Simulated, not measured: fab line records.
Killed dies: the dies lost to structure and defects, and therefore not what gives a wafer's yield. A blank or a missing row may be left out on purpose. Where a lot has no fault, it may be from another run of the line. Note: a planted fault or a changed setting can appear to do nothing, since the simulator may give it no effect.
Lot-split experiment | flow n5Finfet | 21 wafers read across 7 lots, on a route 1938 steps long

ABOUT THE SPLIT
At N5_BEOL_M4_EXPOSE_25 (exposes mask V3, defocus 5 nm), the setting doseMj was moved away from the recipe's 63 on 7 of the 21 wafers read, by -6.5% to +6.6%. All remaining wafers had this setting at the recipe value.

FROM THE SPLIT TO THE READING: what the file shows between them, 2 steps
- N5_BEOL_M4_PEB_26: peb time 60 s
- N5_BEOL_M4_DEVELOP_27: develop time 30 s

THE READING
cdNm, in nm, at N5_BEOL_M4_CD_MEAS_28 (target cd 26.2 nm, target cd y 24.1 nm). A value of 26.21 nm with a standard deviation of 0.23 nm is what fault-free wafers of this fab line usually give.

wafer  | tool, chamber at the split | doseMj as run | against the recipe | cdNm, nm | against lot-mates on the recipe
L078.1 | euvScanner-01, 0           | 63            | recipe             | 26.03    | -
L078.4 | euvScanner-01, 0           | 65.28         | +3.6%              | 26.78    | +0.51
L078.5 | euvScanner-01, 0           | 63            | recipe             | 26.51    | -
L085.2 | euvScanner-01, 0           | 63            | recipe             | 26.15    | -
L085.4 | euvScanner-01, 0           | 63            | recipe             | 26.26    | -
L085.6 | euvScanner-01, 0           | 63            | recipe             | 26.18    | -
L086.1 | euvScanner-01, 0           | 67.16         | +6.6%              | 27.50    | +1.42
L086.3 | euvScanner-01, 0           | 67.16         | +6.6%              | 27.42    | +1.34
L086.6 | euvScanner-01, 0           | 63            | recipe             | 26.08    | -
L087.2 | euvScanner-02, 0           | 63            | recipe             | 26.15    | -
L087.3 | euvScanner-02, 0           | 58.91         | -6.5%              | 24.57    | -1.59
L087.6 | euvScanner-02, 0           | 63            | recipe             | 26.18    | -
L091.2 | euvScanner-02, 0           | 66.64         | +5.8%              | 27.29    | +1.10
L091.3 | euvScanner-02, 0           | 63            | recipe             | 25.98    | -
L091.4 | euvScanner-02, 0           | 63            | recipe             | 26.40    | -
L095.1 | euvScanner-01, 0           | 63            | recipe             | 26.51    | -
L095.2 | euvScanner-01, 0           | 63            | recipe             | 26.56    | -
L095.3 | euvScanner-01, 0           | 60.62         | -3.8%              | 25.29    | -1.25
L097.1 | euvScanner-01, 0           | 63            | recipe             | 26.71    | -
L097.2 | euvScanner-01, 0           | 63            | recipe             | 26.56    | -
L097.4 | euvScanner-01, 0           | 64.65         | +2.6%              | 27.02    | +0.39

FIT RESULTS
A straight line over all 21 wafers: cdNm changes by +0.206 nm for each +1% of doseMj; r = +0.94; the points scatter about the line by 0.24 nm.
The same after taking each lot's own level away (the mean of its wafers on the recipe; 21 wafers): +0.221 nm for each +1%; r = +0.97; scatter 0.16 nm.
The reading moves by 1.5 nm for the largest change in doseMj, on that fit.
The lots' own levels span 26.080 to 26.635 nm, that is 2.4 times the standard deviation above.
The two slopes agree, so the slope changes little with the lot-to-lot level.
Check: with one of the wafers moved furthest among these (+6.6%) left out of the fit, the line predicts +1.38 nm for it against its lot-mates. It came out at +1.42 nm against them.

ADDITIONAL SPLITS CARRIED BY THESE WAFERS
Before the reading, these wafers also passed through other splits. Each is held against what the fit with the lots' levels taken away leaves over:
other split on the same wafers       | wafers away from the commonest value | r with cdNm (lot level and that fit taken away)
N5_BEOL_M0_SAQP_SPACER1_ALD_98 tempC | 4                                    | +0.25
N5_BEOL_M0_ETCH_128 sourceW          | 9                                    | +0.12
N5_BEOL_M2_DESCUM_33 timeS           | 7                                    | -0.01
N5_BEOL_M2_ETCHBACK_99 timeS         | 8                                    | +0.10
N5_BEOL_M3_COAT_05 spinRpm           | 4                                    | -0.24
N5_BEOL_M3_DESCUM_33 timeS           | 7                                    | +0.09
N5_BEOL_M4_COAT_67 spinRpm           | 7                                    | +0.04

THE FILE'S OWN FIT
cdNm changes by +0.218 nm for each +1% of doseMj, r = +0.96.
